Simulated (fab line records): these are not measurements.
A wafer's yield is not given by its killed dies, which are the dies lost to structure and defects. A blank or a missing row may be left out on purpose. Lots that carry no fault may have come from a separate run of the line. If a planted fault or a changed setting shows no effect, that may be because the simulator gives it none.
Split-lot experiment ; flow n5-finfet ; 39 wafers read across 7 lots, on a route 1938 steps long

THE SPLIT ITSELF
At N5_GATE_CUT_ALD_22 (deposits SiNx, target thk 16 nm, pulse time 1 s, ald cycles 320), the setting ald-cycles was moved away from the recipe's 320 on 12 of the 39 wafers read, by +5.9% to +13.1%. The other wafers ran this setting at the recipe's value.

The reading comes from the split's own step.

THE READING
SiNx_of_GATE_CUT_ALD_22.thk-nm (the simulator's own value, which no gauge read), in nm, at N5_GATE_CUT_ALD_22 (deposits SiNx, target thk 16 nm, pulse time 1 s, ald cycles 320). There is no usual value for it anywhere in the file. Across the 27 wafers here that went through the recipe, the average is 15.9 nm and the standard deviation 0.088 nm.

wafer;tool, chamber at the split;ald-cycles as run;against the recipe;SiNx_of_GATE_CUT_ALD_22.thk-nm, nm;against lot-mates on the recipe
L074.1;ald-sin-01, 2,0,3,1,2;320;recipe;16;-
L074.3;ald-sin-01, 2,0,3,1,2;320;recipe;16;-
L074.4;ald-sin-01, 2,0,3,1,2;320;recipe;16;-
L074.5;ald-sin-01, 2,0,3,1,2;320;recipe;16;-
L074.6;ald-sin-01, 2,0,3,1,2;320;recipe;16;-
L074.2;ald-sin-01, 1;320;recipe;15.8;-
L075.1;ald-sin-01, 3;320;recipe;16;-
L075.6;ald-sin-01, 3;320;recipe;16;-
L075.2;ald-sin-01, 1,2,0,2;320;recipe;15.8;-
L075.3;ald-sin-01, 1,2,0,2;320;recipe;15.8;-
L075.4;ald-sin-01, 1,2,0,2;320;recipe;15.8;-
L075.5;ald-sin-01, 1,2,0,2;320;recipe;15.8;-
L078.4;ald-sin-02, 2,0,1;320;recipe;16;-
L078.5;ald-sin-02, 2,0,1;320;recipe;16;-
L078.6;ald-sin-02, 2,0,1;320;recipe;16;-
L086.1;ald-sin-01, 3,1,0;320;recipe;16;-
L086.5;ald-sin-01, 3,1,0;320;recipe;16;-
L086.6;ald-sin-01, 3,1,0;320;recipe;16;-
L086.2;ald-sin-01, 0,2,1;362;+13.1%;18;+2.0
L086.3;ald-sin-01, 0,2,1;362;+13.1%;18;+2.0
L086.4;ald-sin-01, 0,2,1;362;+13.1%;18;+2.0
L089.1;ald-sin-01, 0;339;+5.9%;17;+1.1
L089.5;ald-sin-01, 0;339;+5.9%;17;+1.1
L089.2;ald-sin-01, 3,1;320;recipe;15.8;-
L089.4;ald-sin-01, 3,1;320;recipe;15.8;-
L089.3;ald-sin-01, 2;339;+5.9%;16.8;+0.9
L089.6;ald-sin-01, 3;320;recipe;16;-
L091.1;ald-sin-02, 1,0,3;320;recipe;16;-
L091.3;ald-sin-02, 1,0,3;320;recipe;16;-
L091.4;ald-sin-02, 1,0,3;320;recipe;16;-
L091.2;ald-sin-02, 2,1;347;+8.4%;17.2;+1.2
L091.5;ald-sin-02, 2,1;347;+8.4%;17.2;+1.2
L091.6;ald-sin-02, 2;347;+8.4%;17.4;+1.4
L094.1;ald-sin-01, 0,2,1;320;recipe;16;-
L094.2;ald-sin-01, 0,2,1;320;recipe;16;-
L094.4;ald-sin-01, 0,2,1;320;recipe;16;-
L094.3;ald-sin-01, 3,1;343;+7.2%;17.2;+1.2
L094.6;ald-sin-01, 3,1;343;+7.2%;17.2;+1.2
L094.5;ald-sin-01, 2;343;+7.2%;17;+1.0
Where a row lists several chambers, the file gives one row for several wafers and doesn't say which wafer went through which chamber.

THE FIT
A straight line over all 39 wafers: SiNx_of_GATE_CUT_ALD_22.thk-nm changes by +0.158 nm for each +1% of ald-cycles; r = +0.99; the points scatter about the line by 0.09 nm.
The same after taking each lot's own level away (the mean of its wafers on the recipe; 39 wafers): +0.155 nm for each +1%; r = +0.99; scatter 0.085 nm.
According to that fit, moving ald-cycles by its largest amount changes the reading by 2 nm.
Measured against the standard deviation above, the lots' own levels, which go from 15.87 to 16.00 nm, span 1.5 times it.
So the lot-to-lot level changes the slope little: the two slopes agree.
Check: for one of the wafers moved furthest among these (+13.1%), held out of the fit, the line's prediction against its lot-mates is +2.05 nm. It came out at +2 nm against them.

OTHER SPLITS APPLIED TO THESE WAFERS
Other splits were also applied to these wafers ahead of the reading. Each is held against what the fit with the lots' levels taken away leaves over:
other split on the same wafers;wafers away from the commonest value;r with SiNx_of_GATE_CUT_ALD_22.thk-nm (lot level and that fit taken away)
N5_GATE_CUT_EXPOSE_10 dose-mj;12;-0.18

THE FILE'S OWN FIT
SiNx_of_GATE_CUT_ALD_22.thk-nm changes by +0.156 nm for each +1% of ald-cycles, r = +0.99.
